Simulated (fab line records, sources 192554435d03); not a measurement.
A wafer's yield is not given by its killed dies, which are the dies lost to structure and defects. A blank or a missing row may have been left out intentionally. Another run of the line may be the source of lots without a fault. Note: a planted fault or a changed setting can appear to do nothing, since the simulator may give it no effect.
Comparing a struck lot with a sound one    flow n5-finfet    17 steps out of a route of 1938
Sound: the wafers L230.1, L230.5, L230.6. The struck wafers were L249.2, L249.3, L249.4. Last of all comes the cause.
Per side, at each step with rows, come the tool, then ch with its chambers, and then its first start. Under that, the readings that differ: sound wafers    struck wafers    difference of the means    sigmas: that difference in standard deviations of wafers without a fault.
alike: words and numbers the same on both sides, and readings whose means are apart by under 2 such deviations; not compared: readings that were withheld, readings missing a value for some wafer, numbers with overlapping values and no deviation given by the record, and bounds like >300 which may hide the same value.
Wherever a step has rows on one side only, a row that says differs or no value, or a row with sigmas, the two part there. Numbers that don't overlap but have no deviation are shown without sigmas and don't part them. A reading missing from all wafers of one side parts the sides only when that side holds two or more wafers.

first, 8 steps without rows for these wafers: N5_BEOL_M13_COAT_58 (time 60 s, resist thk 89 nm); N5_BEOL_M13_COAT_04 (resist thk 400 nm); N5_BEOL_M13_EBR_06; N5_BEOL_M13_SOFTBAKE_05 (time 60 s); N5_BEOL_M13_EXPOSE_07 (exposes mask V12); N5_BEOL_M13_PEB_08 (peb time 90 s); N5_BEOL_M13_DEVELOP_09 (develop time 45 s); N5_BEOL_M13_HARDBAKE_14 (time 120 s).
N5_BEOL_M13_CD_MEAS_10: the cd target is 190 nm.
  sound on cd-sem-02 ch 0, day 10 19:13; struck on cd-sem-03 ch 0, day 17 03:28
reading     sound              struck             difference  sigmas
cd-nm (nm)  189.4 188.9 189.1  192.0 191.1 191.0  +2.2        +2
N5_BEOL_M13_OVL_MEAS_11:
  sound on overlay-01 ch 0, day 10 19:14; struck on overlay-02 ch 0, day 17 03:29
  alike: V12_OVL
N5_BEOL_M13_INSPECT_12: inspects for defects (macro).
  sound on defect-inspect-01 at day 10 19:16; struck on defect-inspect-02 at day 17 03:31
  alike: raw-defect-count
N5_BEOL_M13_DESCUM_15: chemistry O2, time 7.9 s.
  sound on rie-diel-06 ch 1,2, day 10 19:17; struck on rie-diel-04 ch 0,1,3, day 17 03:33
  alike: chamber-pressure-mTorr, drypump-motor-current-A, oes-product-au, rf-vpp-V, showerhead-plenum-p-Torr, throttle-valve-pct
  not compared: rf-hours-counter-h
N5_BEOL_M13_ETCH_59: etches BARC in N2/H2, target depth 89 nm, overetch 26.7 nm, time 67.9 s.
  sound on rie-diel-06 ch 1,2, day 10 19:20; struck on rie-diel-04 ch 0,1,3, day 17 03:35
  no value came back on the struck wafers for any of 7 readings (bias-w (W), chamber-pressure-mTorr (mTorr) and others); on the sound wafers bias-w (W) reads 150.2 150.0 149.9
reading                                     sound            struck             difference  sigmas
model.coat_of_BEOL_M13_COAT_04.thk-nm (nm)  319.4 318 317.8  382.4 381.6 381.2  +63.3       
  not compared: rf-hours-counter-h
N5_BEOL_M13_VIA_ETCH_16: etches SiOC in C4F8/O2/Ar, target depth 921.7 nm.
  sound on rie-diel-06 ch 1,2, day 10 19:23; struck on rie-diel-04 ch 0,1,3, day 17 03:38
reading                                     sound         struck             difference  sigmas
model.coat_of_BEOL_M13_COAT_04.thk-nm (nm)  77 69.4 69.2  135.8 126.8 131.4  +59.5       
  alike: C4F8_flow_sccm, O2_flow_sccm, chamber-pressure-mTorr, drypump-motor-current-A, oes-product-au, rf-vpp-V, showerhead-plenum-p-Torr, throttle-valve-pct
N5_BEOL_M13_STRIP_63: strips in N2/H2.
  sound on plasma-asher-02 ch 0,1, day 10 19:37; struck on plasma-asher-02 ch 0,1, day 17 03:52
reading                       sound              struck             difference  sigmas
oes-product-au (a.u.)         0.672 0.674 0.682  0.708 0.699 0.688  +0.022      +4
strip-time-to-endpoint-s (s)  29.7 27.5 27.4     45.9 43.5 44.7     +16.5       +17
  alike: chamber-pressure-mTorr, drypump-motor-current-A, heater-power-w
  not compared: rf-hours-counter-h
N5_BEOL_M13_STRIP_64: strips in N2/H2.
  sound on plasma-asher-02 ch 0,1, day 10 19:41; struck on plasma-asher-02 ch 0,1, day 17 03:56
  alike: drypump-motor-current-A, heater-power-w, oes-product-au, strip-time-to-endpoint-s
  not compared: rf-hours-counter-h
N5_PASSIVATION_PROBE_49:
  sound on prober-02 at day 12 06:35; struck on prober-02 at day 18 14:05
  alike: defect-limited-yield, killed_at_M0_to_M3, killed_at_M4_up, killed-at-contacts, killed-at-front-end, killed-at-other, killed-dies, killed-open, killed-short, sort_bin_5_function, sort_bin_6_memory, sort-n-pass, sort-yield-pct

== WHERE THEY PART ==
At N5_BEOL_M13_CD_MEAS_10 first; at N5_BEOL_M13_STRIP_63 last (within this record only). Later steps at which nothing parts them and some readings are alike: N5_BEOL_M13_STRIP_64, N5_PASSIVATION_PROBE_49.

WHY: whatever the simulator had introduced
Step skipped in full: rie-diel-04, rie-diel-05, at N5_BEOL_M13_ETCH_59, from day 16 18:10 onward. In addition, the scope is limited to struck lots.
